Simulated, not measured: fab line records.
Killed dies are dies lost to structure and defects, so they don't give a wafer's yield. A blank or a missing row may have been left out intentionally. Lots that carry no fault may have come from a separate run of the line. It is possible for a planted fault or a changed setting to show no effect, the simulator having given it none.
fab line records	flow nandHarc
record lots=13	wafers=39	lastDay=31
route steps=1302 shown P_ZERO_WELL@20 P_STI@83 END@1302
lots that met no fault: from a run of the same line without faults
startH: the number of hours between the record's first day and the start of the first shown wafer of the lot	waitH: hours elapsed since this lot's preceding step	" same as the row above	L1.1+2: several wafers, shown together as one row	- value missing, or start not given	* or withheld: withheld	< > ~ a bound
route shown NAME@n: NAME is a module with steps in the file, n the number in the route of the first one	usual: mean/standard deviation of fault-free wafers	same: alike in all rows	chamber/n: place in a boat	sites: the reading at each site	_std_site: the standard deviation of these	_edge_site: mean of outer sites minus mean of inner sites	radiusMm: how far each site lies from the wafer's centre	mask NAME#n: copy n	behind: tool/chamber where the wafer was last shaped	hold: why the lot went on hold/how many hours it stayed there/how the hold came to an end	device: which transistor (n, p or np) failed to switch	end of line: at the end of the route, the tests of the same wafers	a step with no rows: only its recipe	killed: at the first sort, the dies lost to defects and structure; wafer yield is something else	map: dies across one wafer; x = killed, . = not, _ = none there
set.NAME: the setting as run; set.NAME@STEP: as run at that earlier step	model.NAME: the simulator's own value behind a step, which no gauge read
one table for each step of the route and one row for each wafer, over a sample of lots
services: when a tool's chamber went out of use (startH, in hours from the record's first day, below 0 if earlier), for how many hours, and the reason
## steps
# step NHARC_P_ZERO_WELL_STRIP_15
# recipe timeS=900	tempC=130	chemistry=SPM
# usual bathGuardTempC=130.0/0.75	bathHeatDutyPct=15.0/1.5
lot.wafer	tool	chamber	startH	waitH	bathGuardTempC	bathHeatDutyPct
L552.6	wetBench-02	3	21.83	-	131.1	15.4
L552.2	"	6	"	"	130.4	15.5
L552.3	"	7	"	"	129.6	16.1
L554.4	wetBench-02	5	44.52	-	130.7	14.7
L554.2	"	7	"	"	129.9	15.9
L554.3	"	1	"	"	129.4	14.8
L555.5	wetBench-03	6	51.81	-	130.0	12.0
L555.4	"	7	"	"	129.8	16.8
L555.6	"	0	"	"	129.4	13.7
L556.3	wetBench-02	2	61.88	-	128.9	15.4
L556.2	"	3	"	"	130.7	14.9
L556.1	"	4	"	"	129.6	12.9
L558.2	wetBench-02	0	81.86	-	129.4	16.5
L558.4	"	1	"	"	129.1	13.3
L558.6	"	2	"	"	129.0	16.4
L559.2	wetBench-02	3	91.90	-	131.0	15.2
L559.5	"	6	"	"	130.3	15.9
L559.3	"	7	"	"	130.1	15.4
L560.2	wetBench-06	7	101.69	-	129.2	18.6
L560.5	"	1	"	"	130.3	15.0
L560.1	"	3	"	"	130.2	14.5
L561.4	wetBench-02	6	111.79	-	130.5	15.1
L561.5	"	0	"	"	128.4	16.1
L561.2	"	2	"	"	129.1	14.4
L562.2	wetBench-02	1	121.80	-	129.3	14.2
L562.6	"	3	"	"	131.5	13.4
L562.4	"	5	"	"	130.4	15.7
L563.3	wetBench-03	1	131.83	-	130.0	14.7
L563.4	"	3	"	"	130.2	13.4
L563.2	"	4	"	"	129.6	15.6
L565.4	wetBench-02	5	151.84	-	130.6	17.0
L565.6	"	6	"	"	130.4	16.3
L565.3	"	0	"	"	128.9	15.5
L566.4	wetBench-02	6	161.84	-	-	-
L566.3	"	7	"	"	-	-
L566.6	"	3	"	"	-	-
L567.1	wetBench-03	7	171.83	-	-	-
L567.6	"	0	"	"	-	-
L567.2	"	1	"	"	-	-
# step NHARC_P_ZERO_WELL_DESCUM_54
# recipe timeS=3	o2FlowSccm=200	arFlowSccm=0	biasPowerW=0	chemistry=O2
# usual drypumpMotorCurrentA=5.8/0.43	oesProductAu=1.001/0.0087	rfVppV=57.7/0.96	showerheadPlenumPTorr=1.88/0.092	throttleValvePct=11.311/0.0094
# same biasPowerW=0
lot.wafer	tool	chamber	startH	waitH	drypumpMotorCurrentA	oesProductAu	rfHoursCounterH	rfVppV	showerheadPlenumPTorr	throttleValvePct
L552.2	rieDiel-01	0	26.11	-	5.3	1.001	47	58.3	1.78	11.313
L552.3	"	1	"	"	5.6	0.999	45	56.6	1.82	11.309
L552.6	"	2	"	"	5.8	1.005	-	58.8	2.06	11.323
L554.4	rieDiel-13	2	48.61	-	6.2	0.995	18	59.7	2.01	11.292
L554.2	"	3	"	"	6.3	1.001	20	58.2	2.02	11.310
L554.3	"	0	"	"	5.4	1.001	18	58.0	1.79	11.295
L555.6	rieDiel-06	1	55.96	-	5.9	1.008	-	59.0	1.82	11.322
L555.4	"	2	"	"	5.3	1.005	-	58.3	1.87	11.311
L555.5	"	0	"	"	6.5	1.011	-	58.3	2.01	11.305
L556.1	rieDiel-01	0	65.92	-	5.3	0.988	7	57.3	1.78	11.317
L556.2	"	1	"	"	5.6	0.993	9	56.3	1.81	11.335
L556.3	"	3	"	"	6.6	1.011	10	58.2	1.87	11.301
L558.4	rieDiel-06	3	85.93	-	5.4	1.011	35	55.9	1.87	11.304
L558.2	"	1	"	"	5.9	1.005	45	56.1	1.81	11.316
L558.6	"	0	"	"	6.5	1.011	-	58.3	2.01	11.311
L559.3	rieDiel-13	3	96.24	-	6.2	1.010	39	59.3	2.01	11.320
L559.2	"	0	"	"	5.4	0.996	36	58.4	1.79	11.293
L559.5	"	1	"	"	5.6	0.998	-	57.6	1.88	11.315
L560.2	rieDiel-01	0	105.81	-	5.4	0.997	16	57.1	1.78	11.319
L560.1	"	2	"	"	5.8	0.996	19	60.2	2.05	11.314
L560.5	"	0	"	"	5.3	1.003	-	58.2	1.78	11.317
L561.2	rieDiel-13	2	118.11	-	6.2	1.002	47	58.1	2.00	11.320
L561.4	"	0	"	"	5.4	1.006	43	57.6	1.78	11.314
L561.5	"	2	"	"	6.2	1.001	-	58.5	2.00	11.309
L562.4	rieDiel-01	2	125.68	-	5.8	0.980	27	58.7	2.05	11.324
L562.2	"	3	"	"	6.6	0.993	26	56.7	1.86	11.327
L562.6	"	1	"	"	5.6	0.988	-	58.1	1.81	11.316
L563.2	rieDiel-01	1	136.07	-	5.6	0.983	28	57.4	1.81	11.312
L563.3	"	2	"	"	5.8	0.993	29	58.6	2.05	11.312
L563.4	"	0	"	"	5.3	0.998	24	57.2	1.77	11.312
L565.3	rieDiel-01	3	156.09	-	6.5	0.993	33	57.7	1.86	11.327
L565.4	"	0	"	"	5.4	1.005	30	57.4	1.77	11.308
L565.6	"	1	"	"	5.6	0.994	-	58.3	1.80	11.301
L566.4	rieDiel-06	3	166.05	-	5.4	1.002	7	56.1	1.86	11.302
L566.3	"	2	"	"	5.3	1.007	8	57.5	1.86	11.297
L566.6	"	0	"	"	6.5	1.013	-	59.5	2.00	11.310
L567.2	rieDiel-13	2	175.92	-	6.3	1.000	0	57.5	2.00	11.309
L567.1	"	3	"	"	6.3	1.006	0	57.3	2.01	11.323
L567.6	"	0	"	"	5.4	0.994	-	56.8	1.78	11.326
# step NHARC_P_ZERO_WELL_INSPECT_43
# usual rawDefectCount=13/5.6
lot.wafer	tool	chamber	startH	waitH	rawDefectCount
L552.2	defectInspect-01	-	27.75	0.5	10
L552.3	"	-	"	"	12
L552.6	"	-	"	"	17
L554.2	defectInspect-01	-	50.45	0.5	9
L554.3	"	-	"	"	7
L554.4	"	-	"	"	19
L555.4	defectInspect-01	-	57.60	0.2	5
L555.5	"	-	"	"	7
L555.6	"	-	"	"	5
L556.1	defectInspect-02	-	67.66	0.6	10
L556.2	"	-	"	"	20
L556.3	"	-	"	"	6
L558.2	defectInspect-01	-	88.23	0.9	7
L558.4	"	-	"	"	7
L558.6	"	-	"	"	15
L559.2	defectInspect-01	-	97.85	0.5	13
L559.3	"	-	"	"	20
L559.5	"	-	"	"	29
L560.1	defectInspect-01	-	107.46	0.6	21
L560.2	"	-	"	"	12
L560.5	"	-	"	"	8
L561.2	defectInspect-02	-	119.91	0.5	16
L561.4	"	-	"	"	8
L561.5	"	-	"	"	10
L562.2	defectInspect-02	-	127.31	0.5	18
L562.4	"	-	"	"	11
L562.6	"	-	"	"	17
L563.2	defectInspect-02	-	137.73	0.5	10
L563.3	"	-	"	"	11
L563.4	"	-	"	"	11
L565.3	defectInspect-01	-	157.74	0.4	10
L565.4	"	-	"	"	22
L565.6	"	-	"	"	15
L566.3	defectInspect-02	-	167.72	0.4	14
L566.4	"	-	"	"	7
L566.6	"	-	"	"	8
L567.1	defectInspect-02	-	177.57	0.6	15
L567.2	"	-	"	"	14
L567.6	"	-	"	"	10
# step NHARC_P_STI_CD_MEAS_09
# recipe targetCdNm=200	landingEnergyEv=500
# usual cdNm=199.4/1.9
lot.wafer	tool	chamber	startH	waitH	cdNm
L552.2	cdSem-01	0	49.60	-	198.2
L552.3	"	0	"	"	199.3
L552.6	"	0	"	"	201.2
L554.2	cdSem-03	0	67.09	-	200.1
L554.3	"	0	"	"	200.8
L554.4	"	0	"	"	201.0
L555.4	cdSem-01	0	74.79	-	199.8
L555.5	"	0	"	"	199.8
L555.6	"	0	"	"	198.9
L556.1	cdSem-01	0	82.24	-	194.3
L556.2	"	0	"	"	196.5
L556.3	"	0	"	"	198.1
L558.2	cdSem-02	0	104.87	-	199.0
L558.4	"	0	"	"	200.2
L558.6	"	0	"	"	200.0
L559.2	cdSem-02	0	113.79	-	196.1
L559.3	"	0	"	"	199.2
L559.5	"	0	"	"	197.9
L560.1	cdSem-03	0	124.51	-	199.5
L560.2	"	0	"	"	197.0
L560.5	"	0	"	"	199.3
L561.2	cdSem-03	0	135.55	-	198.2
L561.4	"	0	"	"	200.9
L561.5	"	0	"	"	199.0
L562.2	cdSem-03	0	145.07	-	198.2
L562.4	"	0	"	"	199.7
L562.6	"	0	"	"	202.2
L563.2	cdSem-01	0	152.87	-	200.3
L563.3	"	0	"	"	201.5
L563.4	"	0	"	"	199.9
L565.3	cdSem-02	0	172.93	-	202.1
L565.4	"	0	"	"	201.5
L565.6	"	0	"	"	198.9
# step NHARC_END_SORT_01
# recipe tempC=25
# usual killedAtArray=58/20	killedAtOther=0.9/1.4	killedAtPeriphery=4/3.1	killedDies=63/20	killedOpen=3.3/1.8	killedShort=2.4/1.5
# same grossDies=677
lot.wafer	tool	chamber	startH	waitH	killedAtArray	killedAtOther	killedAtPeriphery	killedDies	killedOpen	killedShort
L552.2	prober-02	0	594.07	2.8	48	7	13	68	5	1
L552.3	prober-02	0	594.88	3.1	57	2	7	66	4	2
L552.6	prober-02	0	597.29	4.0	43	3	5	51	1	1
L555.4	prober-01	0	603.47	3.4	106	2	2	110	0	3
L555.5	prober-01	0	604.27	3.7	109	1	1	111	3	1
L555.6	prober-01	0	605.07	4.0	73	0	7	80	2	1
L554.2	prober-02	0	604.26	2.8	59	0	3	62	3	1
L554.3	prober-02	0	605.06	3.1	66	0	2	68	3	6
L554.4	prober-02	0	605.86	3.4	59	1	1	61	4	3
L556.1	prober-01	0	613.92	2.5	60	1	6	67	3	0
L556.2	prober-01	0	614.72	2.8	88	1	2	91	4	2
L556.3	prober-01	0	615.52	3.1	59	2	3	64	1	1
L559.2	prober-01	0	634.07	2.8	87	5	4	96	0	1
L559.3	prober-01	0	634.86	3.1	103	2	1	106	3	1
L559.5	prober-01	0	636.42	3.6	82	1	1	84	5	3
L558.2	prober-02	0	634.14	2.8	34	1	0	35	4	3
L558.4	prober-02	0	635.74	3.4	43	2	1	46	5	7
L558.6	prober-02	0	637.34	4.0	36	1	1	38	5	2
L561.2	prober-01	0	648.00	2.8	95	0	13	108	2	0
L561.4	prober-01	0	649.60	3.4	81	0	4	85	5	3
L561.5	prober-01	0	650.40	3.7	84	0	15	99	4	3
L560.1	prober-02	0	657.02	2.5	33	3	0	36	2	4
L560.2	prober-02	0	657.82	2.8	28	3	1	32	4	2
L560.5	prober-02	0	660.21	3.7	32	1	2	35	3	3
L562.2	prober-01	0	674.50	2.8	76	0	2	78	5	5
L562.4	prober-01	0	676.08	3.4	79	1	4	84	2	0
L562.6	prober-01	0	677.66	3.9	73	3	4	80	4	1
L563.2	prober-01	0	688.57	2.8	65	0	4	69	7	3
L563.3	prober-01	0	689.36	3.1	59	0	4	63	1	2
L563.4	prober-01	0	690.15	3.4	78	1	11	90	2	4
L567.1	prober-02	0	722.66	2.5	52	0	625	677	4	2
L567.2	prober-02	0	723.47	2.8	80	0	597	677	6	5
L567.6	prober-02	0	726.69	4.0	77	2	598	677	5	2
L565.3	prober-01	0	724.15	3.0	64	1	3	68	5	4
L565.4	prober-01	0	724.94	3.3	62	0	6	68	2	0
L565.6	prober-01	0	726.52	4.0	74	1	3	78	4	4
L566.3	prober-01	0	732.00	3.2	54	0	623	677	2	1
L566.4	prober-01	0	732.81	3.5	37	1	639	677	0	1
L566.6	prober-01	0	734.43	4.1	42	0	635	677	4	3
# killed by level:class
L552.2 A_CHANNEL_HOLE_D1:chamberFilmFlake=29 P_GATE:chamberFilmFlake=8 THIN_TSV:chamberFilmFlake=7 A_CHANNEL_HOLE_D2:chamberFilmFlake=6 A_STAIRCASE:chamberFilmFlake=4 A_WL_FILL:chamberFilmFlake=3 P_ZERO_WELL:chamberFilmFlake=2 A_DECK1_JOINT:chamberFilmFlake=2
L552.3 A_CHANNEL_HOLE_D1:chamberFilmFlake=37 A_CHANNEL_HOLE_D2:chamberFilmFlake=7 P_GATE:chamberFilmFlake=4 P_M1:chamberFilmFlake=3 A_STAIRCASE:chamberFilmFlake=3 A_CHANNEL_FILL_D1:geometricParticle:open=2 A_WL_FILL:chamberFilmFlake=2 THIN_TSV:chamberFilmFlake=2
L552.6 A_CHANNEL_HOLE_D1:chamberFilmFlake=24 A_STAIRCASE:chamberFilmFlake=5 A_CHANNEL_HOLE_D2:chamberFilmFlake=5 THIN_TSV:chamberFilmFlake=3 P_GATE:chamberFilmFlake=2 A_WL_FILL:chamberFilmFlake=2 A_CONTACT:chamberFilmFlake=2 P_STI:geometricParticle:short=1
L555.4 A_CHANNEL_HOLE_D2:chamberFilmFlake=34 A_CHANNEL_HOLE_D1:chamberFilmFlake=31 A_SLIT:chamberFilmFlake=27 A_CONTACT:chamberFilmFlake=8 A_CHANNEL_FILL_D2:chamberFilmFlake=2 THIN_TSV:chamberFilmFlake=2 A_CHANNEL_HOLE_D1:geometricParticle:short=1 A_CHANNEL_FILL_D2:geometricParticle:short=1
L554.2 A_CHANNEL_HOLE_D1:chamberFilmFlake=36 A_SLIT:chamberFilmFlake=5 A_CHANNEL_HOLE_D2:chamberFilmFlake=4 A_CONTACT:chamberFilmFlake=4 A_STAIRCASE:chamberFilmFlake=3 A_CHANNEL_FILL_D2:chamberFilmFlake=2 P_GATE:chamberFilmFlake=2 P_GATE:geometricParticle:open=1
L555.5 A_CHANNEL_HOLE_D2:chamberFilmFlake=33 A_CHANNEL_HOLE_D1:chamberFilmFlake=32 A_SLIT:chamberFilmFlake=26 A_CONTACT:chamberFilmFlake=7 A_CHANNEL_FILL_D2:chamberFilmFlake=2 A_BONDPAD:chamberFilmFlake=2 A_DECK1_JOINT:geometricParticle:open=1 A_CHANNEL_FILL_D2:geometricParticle:open=1
L554.3 A_CHANNEL_HOLE_D1:chamberFilmFlake=38 A_CHANNEL_HOLE_D2:chamberFilmFlake=7 A_CHANNEL_FILL_D2:chamberFilmFlake=3 A_STAIRCASE:chamberFilmFlake=3 A_CONTACT:chamberFilmFlake=3 A_CHANNEL_HOLE_D1:geometricParticle:short=2 A_CHANNEL_FILL_D2:geometricParticle:short=2 A_SLIT:chamberFilmFlake=2
L555.6 A_CHANNEL_HOLE_D2:chamberFilmFlake=26 A_CHANNEL_HOLE_D1:chamberFilmFlake=19 A_SLIT:chamberFilmFlake=13 A_CONTACT:chamberFilmFlake=5 P_GATE:chamberFilmFlake=3 A_CHANNEL_FILL_D1:chamberFilmFlake=2 A_DECK1_JOINT:chamberFilmFlake=2 A_STAIRCASE:chamberFilmFlake=2
L554.4 A_CHANNEL_HOLE_D1:chamberFilmFlake=39 A_CHANNEL_HOLE_D2:chamberFilmFlake=6 A_CONTACT:chamberFilmFlake=3 A_CHANNEL_FILL_D1:chamberFilmFlake=2 A_CHANNEL_FILL_D1:geometricParticle:open=1 A_DECK1_JOINT:geometricParticle:open=1 A_ONON_D2:geometricParticle:short=1 A_ONON_D2:geometricParticle:open=1
L556.1 A_CHANNEL_HOLE_D2:chamberFilmFlake=28 A_CHANNEL_HOLE_D1:chamberFilmFlake=22 A_CONTACT:chamberFilmFlake=5 P_CONTACT:geometricParticle:open=2 P_ZERO_WELL:chamberFilmFlake=2 P_GATE:chamberFilmFlake=2 A_CHANNEL_FILL_D1:chamberFilmFlake=2 A_STAIRCASE:chamberFilmFlake=2
L556.2 A_CHANNEL_HOLE_D1:chamberFilmFlake=39 A_CHANNEL_HOLE_D2:chamberFilmFlake=38 A_CHANNEL_FILL_D2:chamberFilmFlake=3 A_SLIT:chamberFilmFlake=2 P_CONTACT:geometricParticle:open=1 A_ONON_D1:geometricParticle:open=1 A_CHANNEL_FILL_D1:geometricParticle:short=1 A_SGD_CUT:geometricParticle:short=1
L556.3 A_CHANNEL_HOLE_D1:chamberFilmFlake=32 A_CHANNEL_HOLE_D2:chamberFilmFlake=14 A_CONTACT:chamberFilmFlake=4 A_CHANNEL_FILL_D1:chamberFilmFlake=2 A_DECK1_JOINT:chamberFilmFlake=2 A_CHANNEL_FILL_D2:chamberFilmFlake=2 THIN_TSV:chamberFilmFlake=2 A_CHANNEL_FILL_D1:geometricParticle:open=1
L559.2 A_CHANNEL_HOLE_D1:chamberFilmFlake=32 A_CHANNEL_HOLE_D2:chamberFilmFlake=28 A_SLIT:chamberFilmFlake=22 THIN_TSV:chamberFilmFlake=5 P_M0:chamberFilmFlake=3 A_STAIRCASE:chamberFilmFlake=2 A_ONON_D1:geometricParticle:short=1 P_STI:chamberFilmFlake=1
L558.2 A_CHANNEL_HOLE_D2:chamberFilmFlake=16 A_WL_FILL:chamberFilmFlake=4 A_CHANNEL_HOLE_D1:chamberFilmFlake=3 A_ONON_D1:geometricParticle:open=2 A_CONTACT:chamberFilmFlake=2 A_SOURCE_PLATE:geometricParticle:short=1 A_CHANNEL_FILL_D1:geometricParticle:short=1 A_DECK1_JOINT:geometricParticle:open=1
L559.3 A_SLIT:chamberFilmFlake=34 A_CHANNEL_HOLE_D1:chamberFilmFlake=32 A_CHANNEL_HOLE_D2:chamberFilmFlake=31 THIN_TSV:chamberFilmFlake=2 A_ONON_D1:geometricParticle:open=1 A_DECK1_JOINT:geometricParticle:open=1 A_DECK1_JOINT:geometricParticle:short=1 A_CHANNEL_FILL_D2:geometricParticle:open=1
L558.4 A_CHANNEL_HOLE_D2:chamberFilmFlake=11 A_CONTACT:chamberFilmFlake=7 A_CHANNEL_HOLE_D1:chamberFilmFlake=4 A_STAIRCASE:chamberFilmFlake=3 A_WL_FILL:chamberFilmFlake=3 A_CHANNEL_FILL_D2:geometricParticle:short=2 A_BLC:geometricParticle:short=2 A_DECK1_JOINT:chamberFilmFlake=2
L559.5 A_SLIT:chamberFilmFlake=28 A_CHANNEL_HOLE_D1:chamberFilmFlake=23 A_CHANNEL_HOLE_D2:chamberFilmFlake=19 A_CHANNEL_HOLE_D1:geometricParticle:open=1 A_CHANNEL_FILL_D1:geometricParticle:short=1 A_ONON_D2:geometricParticle:open=1 A_CHANNEL_FILL_D2:geometricParticle:open=1 A_CHANNEL_FILL_D2:geometricParticle:short=1
L558.6 A_CHANNEL_HOLE_D2:chamberFilmFlake=14 A_CHANNEL_HOLE_D1:chamberFilmFlake=4 A_CONTACT:chamberFilmFlake=4 A_WL_FILL:chamberFilmFlake=3 A_ONON_D1:geometricParticle:open=2 A_SOURCE_PLATE:geometricParticle:short=1 A_CHANNEL_HOLE_D2:geometricParticle:open=1 A_WL_FILL:geometricParticle:short=1
L561.2 A_CHANNEL_HOLE_D1:chamberFilmFlake=39 A_SLIT:chamberFilmFlake=35 A_CHANNEL_HOLE_D2:chamberFilmFlake=8 P_CONTACT:chamberFilmFlake=5 P_M1:chamberFilmFlake=3 A_WL_FILL:chamberFilmFlake=3 A_CONTACT:chamberFilmFlake=3 A_M1:chamberFilmFlake=3
L561.4 A_CHANNEL_HOLE_D1:chamberFilmFlake=37 A_CHANNEL_HOLE_D2:chamberFilmFlake=18 A_SLIT:chamberFilmFlake=14 P_CONTACT:chamberFilmFlake=2 A_STAIRCASE:chamberFilmFlake=2 A_CONTACT:chamberFilmFlake=2 P_STI:geometricParticle:open=1 A_SOURCE_PLATE:geometricParticle:open=1
L561.5 A_SLIT:chamberFilmFlake=35 A_CHANNEL_HOLE_D1:chamberFilmFlake=30 P_CONTACT:chamberFilmFlake=8 A_CHANNEL_HOLE_D2:chamberFilmFlake=8 A_CONTACT:chamberFilmFlake=4 A_SOURCE_PLATE:geometricParticle:open=2 P_STI:chamberFilmFlake=2 P_M1:chamberFilmFlake=2
L560.1 A_CHANNEL_HOLE_D2:chamberFilmFlake=9 A_CHANNEL_HOLE_D1:chamberFilmFlake=4 A_CONTACT:chamberFilmFlake=4 THIN_TSV:chamberFilmFlake=3 A_CHANNEL_FILL_D1:chamberFilmFlake=2 A_STAIRCASE:chamberFilmFlake=2 A_WL_FILL:chamberFilmFlake=2 A_M1:chamberFilmFlake=2
L560.2 A_CHANNEL_HOLE_D2:chamberFilmFlake=12 A_CHANNEL_HOLE_D1:chamberFilmFlake=4 A_CHANNEL_FILL_D1:chamberFilmFlake=3 THIN_TSV:chamberFilmFlake=2 A_CHANNEL_HOLE_D1:geometricParticle:short=1 A_CHANNEL_FILL_D1:geometricParticle:open=1 A_ONON_D2:geometricParticle:open=1 A_ONON_D2:geometricParticle:short=1
L560.5 A_CHANNEL_HOLE_D2:chamberFilmFlake=10 A_CHANNEL_HOLE_D1:chamberFilmFlake=6 A_CHANNEL_FILL_D2:chamberFilmFlake=4 A_WL_FILL:chamberFilmFlake=3 A_DECK1_JOINT:geometricParticle:short=2 A_STAIRCASE:chamberFilmFlake=2 P_CONTACT:geometricParticle:short=1 A_CHANNEL_FILL_D1:geometricParticle:open=1
L562.2 A_CHANNEL_HOLE_D1:chamberFilmFlake=35 A_SLIT:chamberFilmFlake=18 A_CONTACT:chamberFilmFlake=8 A_STAIRCASE:chamberFilmFlake=3 A_CHANNEL_FILL_D1:geometricParticle:open=2 A_SOURCE_PLATE:geometricParticle:open=1 A_SOURCE_PLATE:geometricParticle:short=1 A_CHANNEL_HOLE_D1:geometricParticle:short=1
L562.4 A_CHANNEL_HOLE_D1:chamberFilmFlake=34 A_SLIT:chamberFilmFlake=34 A_CONTACT:chamberFilmFlake=4 P_BONDPAD:chamberFilmFlake=3 A_STAIRCASE:chamberFilmFlake=3 A_ONON_D1:geometricParticle:open=1 A_CONTACT:geometricParticle:open=1 P_GATE:chamberFilmFlake=1
L562.6 A_CHANNEL_HOLE_D1:chamberFilmFlake=34 A_SLIT:chamberFilmFlake=23 A_CONTACT:chamberFilmFlake=8 P_BONDPAD:chamberFilmFlake=2 THIN_TSV:chamberFilmFlake=2 A_STAIRCASE:chamberFilmFlake=2 A_WL_FILL:chamberFilmFlake=2 P_M0:geometricParticle:open=1
L563.2 A_CHANNEL_HOLE_D1:chamberFilmFlake=30 A_SLIT:chamberFilmFlake=14 A_CHANNEL_HOLE_D2:chamberFilmFlake=5 A_CONTACT:chamberFilmFlake=5 A_STAIRCASE:chamberFilmFlake=3 A_WL_FILL:geometricParticle:short=2 A_M0:geometricParticle:open=2 P_CONTACT:geometricParticle:open=1
L563.3 A_CHANNEL_HOLE_D1:chamberFilmFlake=28 A_SLIT:chamberFilmFlake=14 A_STAIRCASE:chamberFilmFlake=7 A_CHANNEL_HOLE_D2:chamberFilmFlake=5 P_BONDPAD:chamberFilmFlake=2 A_CONTACT:chamberFilmFlake=2 P_M1:geometricParticle:short=1 A_ONON_D1:geometricParticle:short=1
L563.4 A_CHANNEL_HOLE_D1:chamberFilmFlake=34 A_SLIT:chamberFilmFlake=20 A_CHANNEL_HOLE_D2:chamberFilmFlake=11 P_BONDPAD:chamberFilmFlake=4 A_CONTACT:chamberFilmFlake=4 A_STAIRCASE:chamberFilmFlake=3 P_ZERO_WELL:chamberFilmFlake=2 P_GATE:chamberFilmFlake=2
L567.1 P_ZERO_WELL:areaStrip=621 A_CHANNEL_HOLE_D1:chamberFilmFlake=28 A_CHANNEL_HOLE_D2:chamberFilmFlake=10 A_SLIT:chamberFilmFlake=3 A_DECK1_JOINT:chamberFilmFlake=3 P_CONTACT:geometricParticle:open=2 A_ONON_D1:geometricParticle:open=2 P_ZERO_WELL:chamberFilmFlake=2
L567.2 P_ZERO_WELL:areaStrip=594 A_CHANNEL_HOLE_D1:chamberFilmFlake=36 A_CHANNEL_HOLE_D2:chamberFilmFlake=19 A_CONTACT:chamberFilmFlake=4 P_ZERO_WELL:chamberFilmFlake=3 A_DECK1_JOINT:chamberFilmFlake=3 A_STAIRCASE:chamberFilmFlake=3 A_CHANNEL_FILL_D2:geometricParticle:open=2
L565.3 A_CHANNEL_HOLE_D1:chamberFilmFlake=28 A_CHANNEL_HOLE_D2:chamberFilmFlake=21 A_CONTACT:chamberFilmFlake=3 A_STAIRCASE:chamberFilmFlake=2 P_CONTACT:geometricParticle:open=1 A_SOURCE_PLATE:geometricParticle:open=1 A_ONON_D1:geometricParticle:short=1 A_ONON_D2:geometricParticle:open=1
L565.4 A_CHANNEL_HOLE_D1:chamberFilmFlake=40 A_CHANNEL_HOLE_D2:chamberFilmFlake=11 A_SLIT:chamberFilmFlake=5 A_STAIRCASE:chamberFilmFlake=5 P_ZERO_WELL:chamberFilmFlake=3 P_BONDPAD:chamberFilmFlake=2 P_CONTACT:geometricParticle:open=1 A_CHANNEL_FILL_D1:geometricParticle:open=1
L565.6 A_CHANNEL_HOLE_D1:chamberFilmFlake=26 A_CHANNEL_HOLE_D2:chamberFilmFlake=25 A_STAIRCASE:chamberFilmFlake=10 A_SLIT:chamberFilmFlake=3 P_ZERO_WELL:chamberFilmFlake=2 A_CONTACT:chamberFilmFlake=2 P_CONTACT:geometricParticle:open=1 A_ONON_D1:geometricParticle:short=1
L567.6 P_ZERO_WELL:areaStrip=598 A_CHANNEL_HOLE_D1:chamberFilmFlake=37 A_CHANNEL_HOLE_D2:chamberFilmFlake=23 A_SLIT:chamberFilmFlake=4 A_CONTACT:chamberFilmFlake=3 A_M1:geometricParticle:open=2 A_SOURCE_PLATE:geometricParticle:short=1 A_ONON_D2:geometricParticle:short=1
L566.3 P_ZERO_WELL:areaStrip=619 A_SLIT:chamberFilmFlake=28 A_CONTACT:chamberFilmFlake=13 A_CHANNEL_HOLE_D1:chamberFilmFlake=10 A_STAIRCASE:chamberFilmFlake=2 P_GATE:geometricParticle:open=1 P_M1:geometricParticle:short=1 A_CHANNEL_FILL_D2:geometricParticle:open=1
L566.4 P_ZERO_WELL:areaStrip=637 A_SLIT:chamberFilmFlake=13 A_CHANNEL_HOLE_D1:chamberFilmFlake=7 A_STAIRCASE:chamberFilmFlake=7 A_CONTACT:chamberFilmFlake=5 A_CHANNEL_HOLE_D2:chamberFilmFlake=3 P_CONTACT:geometricParticle:short=1 P_M2:chamberFilmFlake=1
L566.6 P_ZERO_WELL:areaStrip=633 A_CHANNEL_HOLE_D1:chamberFilmFlake=15 A_SLIT:chamberFilmFlake=13 A_STAIRCASE:chamberFilmFlake=6 A_WL_FILL:geometricParticle:open=2 P_GATE:geometricParticle:open=1 P_CONTACT:geometricParticle:open=1 A_DECK1_JOINT:geometricParticle:short=1
## services
tool	chamber	startH	hours	kind
rieDiel-01	-	9.45	0.3	repair
wetBench-06	-	17.60	8.0	pm
rieDiel-06	1	17.96	2.5	repair
rieDiel-01	-	26.97	9.0	pm
wetBench-03	-	34.40	8.0	pm
rieDiel-06	3	40.30	28.8	repair
wetBench-02	-	68.00	8.0	pm
rieDiel-01	2	75.29	8.4	repair
wetBench-02	0	76.00	-	consumableReplace:bath
wetBench-02	0	76.00	-	consumableReplace:filter
wetBench-02	1	76.00	-	consumableReplace:bath
wetBench-02	1	76.00	-	consumableReplace:filter
wetBench-02	2	76.00	-	consumableReplace:bath
wetBench-02	2	76.00	-	consumableReplace:filter
wetBench-02	3	76.00	-	consumableReplace:bath
wetBench-02	3	76.00	-	consumableReplace:filter
rieDiel-06	2	78.01	1.7	repair
rieDiel-13	0	107.70	4.5	repair
wetBench-06	-	127.44	7.7	repair
rieDiel-06	-	130.48	9.0	pm
rieDiel-01	2	156.75	1.6	repair
rieDiel-13	3	157.43	4.2	repair
wetBench-06	-	161.63	3.2	repair
rieDiel-13	-	165.00	9.0	pm
## key
firstSign step=NHARC_P_ZERO_WELL_STRIP_15	reading=toolRecord	direction=missing
effect step=NHARC_END_SORT_01	reading=killedAtPeriphery	direction=up	sigmas=99+	usual=4	struck=620
moreKillsBornAt NHARC_P_ZERO_WELL_STRIP_15@wetBench-02=1889	NHARC_P_ZERO_WELL_STRIP_15@wetBench-03=1813
metAt NHARC_P_ZERO_WELL_STRIP_15
struckLots L566,L567
laterRowsLeftOut L566.3,L566.4,L566.6,L567.1,L567.2,L567.6
testerLeftOut L566,L567
notActingAt NHARC_P_ZERO_WELL_DESCUM_54,NHARC_P_ZERO_WELL_INSPECT_43,NHARC_P_STI_CD_MEAS_09
onsetBetween 151.84 161.84
fault kind=skippedStepWhole	tool=wetBench-02,wetBench-03	chamber=-	onsetH=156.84	steps=NHARC_P_ZERO_WELL_STRIP_15	scope=struckLotsOnly
# testerLeftOut: of these lots the tester's yield and bins aren't shown, on N5 and GAA mostly nor the transistor test; their killed dies are dies lost to structure and defects alone, not to doping, threshold or leakage, so they don't give the yield
# laterRowsLeftOut: the simulator's readings of these wafers behind a module that went badly wrong aren't trusted and aren't shown, but for the sort
